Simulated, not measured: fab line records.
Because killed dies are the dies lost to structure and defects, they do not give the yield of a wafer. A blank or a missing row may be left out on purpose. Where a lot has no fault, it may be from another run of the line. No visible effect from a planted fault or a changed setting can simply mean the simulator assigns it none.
Split-lot trial + flow n5 finfet + 7 lots, 21 wafers read, on a route of 1938 steps

THE SPLIT
At N5_HKMG_FIN_ETCH_55 (etches SOC in N2/H2, target depth 240 nm, time 300 s), the setting time s was moved away from the recipe's 300 s on 4 of the 21 wafers read, by -17.3% to -10.6%. This setting was run at the recipe's value on the other wafers.

The reading is taken at the split's own step.

THE READING
SiARC_of_HKMG_FIN_COAT_42.thk nm (the simulator's own value, which no gauge read), in nm, at N5_HKMG_FIN_ETCH_55 (etches SOC in N2/H2, target depth 240 nm, time 300 s). The file does not state a usual value for it. Here, 17 wafers ran the recipe; their average is 21.3 nm with a standard deviation of 0.45 nm.

| wafer  | tool, chamber at the split | time s as run, s | against the recipe | SiARC_of_HKMG_FIN_COAT_42.thk nm, nm | against lot-mates on the recipe |
|--------|----------------------------|------------------|--------------------|--------------------------------------|---------------------------------|
| L076.2 | rie diel-05, 0             | 300              | recipe             | 21.6                                 | -                               |
| L076.4 | rie diel-05, 2             | 300              | recipe             | 21.6                                 | -                               |
| L076.5 | rie diel-05, 2             | 300              | recipe             | 21.4                                 | -                               |
| L078.1 | rie diel-04, 3             | 300              | recipe             | 20.4                                 | -                               |
| L078.3 | rie diel-04, 0             | 300              | recipe             | 21.6                                 | -                               |
| L078.4 | rie diel-04, 2             | 300              | recipe             | 20.6                                 | -                               |
| L083.1 | rie diel-04, 0             | 268.3            | -10.6%             | 23.2                                 | +2.2                            |
| L083.5 | rie diel-04, 1             | 300              | recipe             | 21                                   | -                               |
| L083.6 | rie diel-04, 0             | 268.3            | -10.6%             | 23.4                                 | +2.4                            |
| L090.4 | rie diel-03, 1             | 300              | recipe             | 21                                   | -                               |
| L090.5 | rie diel-03, 2             | 300              | recipe             | 22.4                                 | -                               |
| L090.6 | rie diel-03, 1             | 300              | recipe             | 20.8                                 | -                               |
| L092.1 | rie diel-05, 0             | 300              | recipe             | 21.4                                 | -                               |
| L092.3 | rie diel-05, 2             | 300              | recipe             | 21.4                                 | -                               |
| L092.6 | rie diel-05, 3             | 248              | -17.3%             | 23.2                                 | +1.8                            |
| L093.1 | rie diel-05, 1             | 300              | recipe             | 21.4                                 | -                               |
| L093.2 | rie diel-05, 3             | 300              | recipe             | 21                                   | -                               |
| L093.3 | rie diel-05, 0             | 300              | recipe             | 21.6                                 | -                               |
| L097.3 | rie diel-05, 2             | 300              | recipe             | 21.4                                 | -                               |
| L097.4 | rie diel-05, 0             | 248.6            | -17.1%             | 23.8                                 | +2.4                            |
| L097.5 | rie diel-05, 1             | 300              | recipe             | 21.4                                 | -                               |

FIT RESULTS
A straight line over all 21 wafers: SiARC_of_HKMG_FIN_COAT_42.thk nm changes by -0.143 nm for each +1% of time s; r = -0.87; the points scatter about the line by 0.47 nm.
The same after taking each lot's own level away (the mean of its wafers on the recipe; 21 wafers): -0.146 nm for each +1%; r = -0.88; scatter 0.47 nm.
On that fit, the largest move of time s shifts the reading by 2.5 nm.
From 20.87 to 21.53 nm: that is the span of the lots' own levels, equal to 1.5 times the standard deviation above.
Consequently the slope shifts little with the lot-to-lot level, the two slopes agreeing.
Check: +3 nm against its lot-mates is what the line predicts for one of the wafers moved furthest among these (-17.3%) when that wafer is left out of the fit. It came out at +1.8 nm against them.

FURTHER SPLITS ON THESE WAFERS
Other splits were also applied to these wafers ahead of the reading. Each is held against what the fit with the lots' levels taken away leaves over:
| other split on the same wafers       | wafers away from the commonest value | r with SiARC_of_HKMG_FIN_COAT_42.thk nm (lot level and that fit taken away) |
|--------------------------------------|--------------------------------------|-----------------------------------------------------------------------------|
| N5_DUMMY_GATE_ETCH_31 target depth a | 9                                    | -0.13                                                                       |
| N5_ILD0_CMP_03 down force psi        | 8                                    | -0.15                                                                       |

THE WHOLE CHAIN: every reading that the file lists as answering this split, in the file's order
| step                | what it does                                         | reading                                                                           | change (the file's fit)               | r (the file's) |
|---------------------|------------------------------------------------------|-----------------------------------------------------------------------------------|---------------------------------------|----------------|
| N5_HKMG_FIN_ETCH_55 | etches SOC in N2/H2, target depth 240 nm, time 300 s | etch.depth nm (the simulator's own value, which no gauge read)                    | +2.33 nm for each +1% of the setting  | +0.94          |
| N5_HKMG_FIN_ETCH_55 | etches SOC in N2/H2, target depth 240 nm, time 300 s | HKMG_FIN.feature depth nm (the simulator's own value, which no gauge read)        | +2.33 nm for each +1% of the setting  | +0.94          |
| N5_HKMG_FIN_ETCH_55 | etches SOC in N2/H2, target depth 240 nm, time 300 s | SiARC_of_HKMG_FIN_COAT_42.thk nm (the simulator's own value, which no gauge read) | -0.137 nm for each +1% of the setting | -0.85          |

THE FILE'S OWN FIT
SiARC_of_HKMG_FIN_COAT_42.thk nm changes by -0.137 nm for each +1% of time s, r = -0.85.
